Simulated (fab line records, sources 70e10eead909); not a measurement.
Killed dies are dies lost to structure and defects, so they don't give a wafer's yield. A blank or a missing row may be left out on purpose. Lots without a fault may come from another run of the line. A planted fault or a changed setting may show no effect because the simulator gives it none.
Which tool did it? | flow nand_harc | 13 lots, 39 wafers sampled, at 5 steps of a route of 1302

WHAT THE GAUGES READ, wafer by wafer
NHARC_THIN_TSV_THK_MEAS_02: measures by ir.
lot  | measured     | on            | thk_nm (nm)
L400 | day 23 21:35 | film_metro-02 | 2953 2979 2975
L403 | day 24 17:06 | film_metro-01 | 2724 2983 2790
L402 | day 24 19:29 | film_metro-02 | 3161 2951 3219
L401 | day 24 18:23 | film_metro-02 | 3059 2849 3002
L408 | day 27 08:27 | film_metro-02 | 3138 3015 3022
L411 | day 28 04:19 | film_metro-02 | 2745 2808
L412 | day 28 09:53 | film_metro-02 | 3212 3111 2950
L416 | day 30 08:37 | film_metro-02 | 3074 3020 2917
L418 | day 31 05:35 | film_metro-02 | 3030 3089 3072
L417 | day 31 06:47 | film_metro-02 | 3142 3125 3294
L421 | day 33 01:52 | film_metro-01 | 2852 3161 2744
L423 | day 33 09:52 | film_metro-01 | 3196 3417 2853
L422 | day 33 21:54 | film_metro-01 | 2579 3209 2947

NHARC_END_SORT_01.
lot  | measured     | on        | defect_limited_yield (%) | killed_at_array | killed_at_other | killed_at_periphery | killed_dies | killed_open | killed_short | sort_bin_2_pct (%) | sort_bin_3_pct (%) | sort_bin_4_pct (%) | sort_n_pass | sort_rim_yield_pct (%) | sort_yield_pct (%)
L400 | day 24 14:31 | prober-01 | 88.9 87.7 87.9           | 75 81 80        | 0 1 1           | 0 1 1               | 75 83 82    | 0 6 1       | 4 1 6        | 3.7 4.4 3.7        | 0.9 0.6 1.0        | 6.5 7.2 7.4        | 602 594 595 | 80 75 78               | 88.9 87.7 87.9
L403 | day 25 09:59 | prober-02 | 91.0 91.9 91.3           | 58 52 50        | 1 1 1           | 2 2 8               | 61 55 59    | 3 5 3       | 2 3 5        | 2.8 3.5 2.7        | 1.0 0.1 0.7        | 5.2 4.4 5.3        | 616 622 618 | 81 90 87               | 91.0 91.9 91.3
L402 | day 25 16:59 | prober-02 | 90.8 88.3 88.0           | 59 76 80        | 0 0 0           | 3 3 1               | 62 79 81    | 2 2 2       | 1 2 4        | 4.1 4.3 5.2        | 0.7 0.9 0.4        | 4.3 6.5 6.4        | 615 598 596 | 94 93 89               | 90.8 88.3 88.0
L401 | day 25 10:02 | prober-01 | 86.3 88.2 86.7           | 87 75 87        | 0 0 0           | 6 5 3               | 93 80 90    | 8 3 3       | 3 1 2        | 5.2 4.6 5.5        | 1.0 1.3 0.6        | 7.5 5.9 7.2        | 584 597 587 | 90 86 93               | 86.3 88.2 86.7
L408 | day 27 23:51 | prober-02 | 93.9 95.6 93.1           | 40 27 44        | 0 0 1           | 1 3 2               | 41 30 47    | 1 2 2       | 2 3 3        | 1.9 1.8 2.2        | 0.3 0.1 0.3        | 3.8 2.5 4.4        | 636 647 630 | 88 89 89               | 93.9 95.6 93.1
L411 | day 28 22:32 | prober-01 | 0 90.0 91.4              | 674 67 50       | 0 0 2           | 3 1 6               | 677 68 58   | 4 2 4       | 4 0 3        | 95.3 4.6 3.1       | 0.6 0.4 0.4        | 4.1 5.0 5.0        | 0 609 619   | 0 92 87                | 0 90.0 91.4
L412 | day 29 06:17 | prober-02 | 94.2 94.2 93.1           | 25 30 37        | 2 1 3           | 12 8 7              | 39 39 47    | 3 2 6       | 2 2 1        | 2.2 2.1 3.2        | 0.1 0.9 0.7        | 3.4 2.8 3.0        | 638 638 630 | 91 88 83               | 94.2 94.2 93.1
L416 | day 31 00:43 | prober-01 | 92.9 91.0 93.8           | 42 54 39        | 2 1 0           | 4 6 3               | 48 61 42    | 3 6 3       | 5 2 0        | 1.9 3.7 1.9        | 0.6 0.6 0.1        | 4.6 4.7 4.1        | 629 616 635 | 87 85 91               | 92.9 91.0 93.8
L418 | day 31 21:22 | prober-01 | 89.4 90.3 90.8           | 66 54 53        | 0 0 1           | 6 12 8              | 72 66 62    | 7 6 6       | 3 2 2        | 3.2 3.0 3.4        | 1.3 1.2 0.7        | 6.1 5.6 5.0        | 605 611 615 | 84 90 86               | 89.4 90.3 90.8
L417 | day 31 22:09 | prober-02 | 91.9 88.3 90.7           | 52 75 61        | 0 1 1           | 3 3 1               | 55 79 63    | 3 2 6       | 0 1 1        | 2.2 3.4 2.7        | 0.4 0.6 0.9        | 5.5 7.7 5.8        | 622 598 614 | 90 90 89               | 91.9 88.3 90.7
L421 | day 33 21:41 | prober-02 | 95.7 93.2 93.9           | 24 45 37        | 0 0 0           | 5 1 4               | 29 46 41    | 2 2 7       | 2 3 2        | 1.2 1.5 1.9        | 1.0 1.0 0.6        | 2.1 4.3 3.5        | 648 631 636 | 88 89 87               | 95.7 93.2 93.9
L423 | day 34 14:47 | prober-01 | 88.8 90.4 90.0           | 73 65 65        | 0 0 0           | 3 0 3               | 76 65 68    | 3 2 5       | 7 4 3        | 4.7 3.1 4.3        | 0.6 0.4 0.4        | 5.9 6.1 5.3        | 601 612 609 | 82 79 83               | 88.8 90.4 90.0
L422 | day 34 21:46 | prober-01 | 91.9 92.3 92.9           | 53 49 46        | 0 0 0           | 2 3 2               | 55 52 48    | 3 3 1       | 3 4 0        | 2.7 2.1 3.4        | 0.4 0.7 0.4        | 5.0 4.9 3.2        | 622 625 629 | 82 84 84               | 91.9 92.3 92.9

WHICH TOOL RAN EACH LOT (tool, then ch and the chambers of the sampled wafers, then the start)
lot  | NHARC_A_BONDPAD_PVD_27       | NHARC_THIN_TSV_PRE_CLEAN_50             | NHARC_THIN_TSV_ANNEAL_52
L400 | pvd_sputter-03, day 23 08:46 | pvd_sputter-02, day 24 02:52 or earlier | rtp_anneal-01 ch 0, day 24 02:52
L403 | pvd_sputter-01, day 24 04:15 | pvd_sputter-01, day 24 22:19 or earlier | rtp_anneal-01 ch 0, day 24 22:19
L402 | pvd_sputter-03, day 24 04:45 | pvd_sputter-02, day 25 00:32 or earlier | rtp_anneal-01 ch 0, day 25 00:32
L401 | pvd_sputter-02, day 24 06:01 | pvd_sputter-03, day 24 23:41 or earlier | rtp_anneal-02 ch 0, day 24 23:41
L408 | pvd_sputter-03, day 26 16:22 | pvd_sputter-01, day 27 13:45 or earlier | rtp_anneal-01 ch 0, day 27 13:45
L411 | pvd_sputter-03, day 27 15:43 | pvd_sputter-01, day 28 09:18 or earlier | rtp_anneal-01 ch 0, day 28 09:18
L412 | pvd_sputter-01, day 27 19:57 | pvd_sputter-02, day 28 14:57 or earlier | rtp_anneal-01 ch 0, day 28 14:57
L416 | pvd_sputter-01, day 29 18:20 | pvd_sputter-02, day 30 13:38 or earlier | rtp_anneal-01 ch 0, day 30 13:38
L418 | pvd_sputter-01, day 30 15:52 | pvd_sputter-03, day 31 10:28 or earlier | rtp_anneal-02 ch 0, day 31 10:28
L417 | pvd_sputter-03, day 30 18:55 | pvd_sputter-01, day 31 11:51 or earlier | rtp_anneal-01 ch 0, day 31 11:51
L421 | pvd_sputter-02, day 32 12:42 | pvd_sputter-02, day 33 07:08 or earlier | rtp_anneal-02 ch 0, day 33 07:08
L423 | pvd_sputter-02, day 32 19:55 | pvd_sputter-02, day 33 15:10 or earlier | rtp_anneal-01 ch 0, day 33 15:10
L422 | pvd_sputter-03, day 33 05:28 | pvd_sputter-02, day 34 03:03 or earlier | rtp_anneal-02 ch 0, day 34 03:03
- NHARC_A_BONDPAD_PVD_27: deposits Cu, target thk 30 nm, time 20.49 s.
- NHARC_THIN_TSV_PRE_CLEAN_50: time 30 s.
- NHARC_THIN_TSV_ANNEAL_52: time 90 s.

WHAT THE TOOLS THEMSELVES READ (means of the sampled wafers that have a number; where no wafer has one, the mark that the record gives instead)
NHARC_A_BONDPAD_PVD_27.
lot  | tool           | throttle_valve_pct (%)
L400 | pvd_sputter-03 | 29.5
L403 | pvd_sputter-01 | 29.6
L402 | pvd_sputter-03 | 30.1
L401 | pvd_sputter-02 | 29.9
L408 | pvd_sputter-03 | 29.9
L411 | pvd_sputter-03 | 29.9
L412 | pvd_sputter-01 | 29.2
L416 | pvd_sputter-01 | 29.7
L418 | pvd_sputter-01 | 29.9
L417 | pvd_sputter-03 | 29.3
L421 | pvd_sputter-02 | 30.8
L423 | pvd_sputter-02 | 30.2
L422 | pvd_sputter-03 | 29.1

NHARC_THIN_TSV_PRE_CLEAN_50.
lot  | tool           | heater_power_w (W)
L400 | pvd_sputter-02 | 386
L403 | pvd_sputter-01 | 401
L402 | pvd_sputter-02 | 394
L401 | pvd_sputter-03 | 461
L408 | pvd_sputter-01 | 500
L411 | pvd_sputter-01 | 422
L412 | pvd_sputter-02 | 426
L416 | pvd_sputter-02 | 382
L418 | pvd_sputter-03 | 403
L417 | pvd_sputter-01 | 454
L421 | pvd_sputter-02 | 407
L423 | pvd_sputter-02 | 405
L422 | pvd_sputter-02 | 403

NHARC_THIN_TSV_ANNEAL_52.
lot  | tool          | wafer_temp_C_max
L400 | rtp_anneal-01 | 226.28
L403 | rtp_anneal-01 | 226.12
L402 | rtp_anneal-01 | 226.08
L401 | rtp_anneal-02 | 226.52
L408 | rtp_anneal-01 | 226.18
L411 | rtp_anneal-01 | 225.91
L412 | rtp_anneal-01 | 226.16
L416 | rtp_anneal-01 | 226.07
L418 | rtp_anneal-02 | 226.22
L417 | rtp_anneal-01 | 226.14
L421 | rtp_anneal-02 | 226.28
L423 | rtp_anneal-01 | 226.13
L422 | rtp_anneal-02 | 226.47

THE ANSWER, worked out from the rows above alone
Rule: what is usual is taken from the lots themselves. Put in order of their means at a reading, lots are off if they are a third of the lots or fewer, leave a main group of 4 or more, and stand apart from it by a gap of 3 or more times the standard deviation of the main group's means; of several such gaps the widest counts. A main group whose means are all the same, to the digits that the tables above print for the reading, isn't used. A lot without any number at a reading at which 4 lots or more have one is off too. The other lots that the step has rows for count as sound. The gauges are gone through in route order, then the tools' own readings, and for those a lot's mean is taken as printed above. The first step at which some lot is off is used, and at that step the reading that is off furthest; a lot without a number counts as furthest.
Off: L411, at NHARC_END_SORT_01 (sort_bin_2_pct). The main group: mean 3.1 %, standard deviation 1.
A tool fits if, at a process step before that reading, it ran every lot that is off, and no sound lot after the first of them. The gauges at NHARC_END_SORT_01 are tried like those tools. NHARC_THIN_TSV_PRE_CLEAN_50 gives no start for some lots, so the hours and the order of its lots are those of NHARC_THIN_TSV_ANNEAL_52. None of those tried fits.

WHAT THE SIMULATOR HAD PUT IN
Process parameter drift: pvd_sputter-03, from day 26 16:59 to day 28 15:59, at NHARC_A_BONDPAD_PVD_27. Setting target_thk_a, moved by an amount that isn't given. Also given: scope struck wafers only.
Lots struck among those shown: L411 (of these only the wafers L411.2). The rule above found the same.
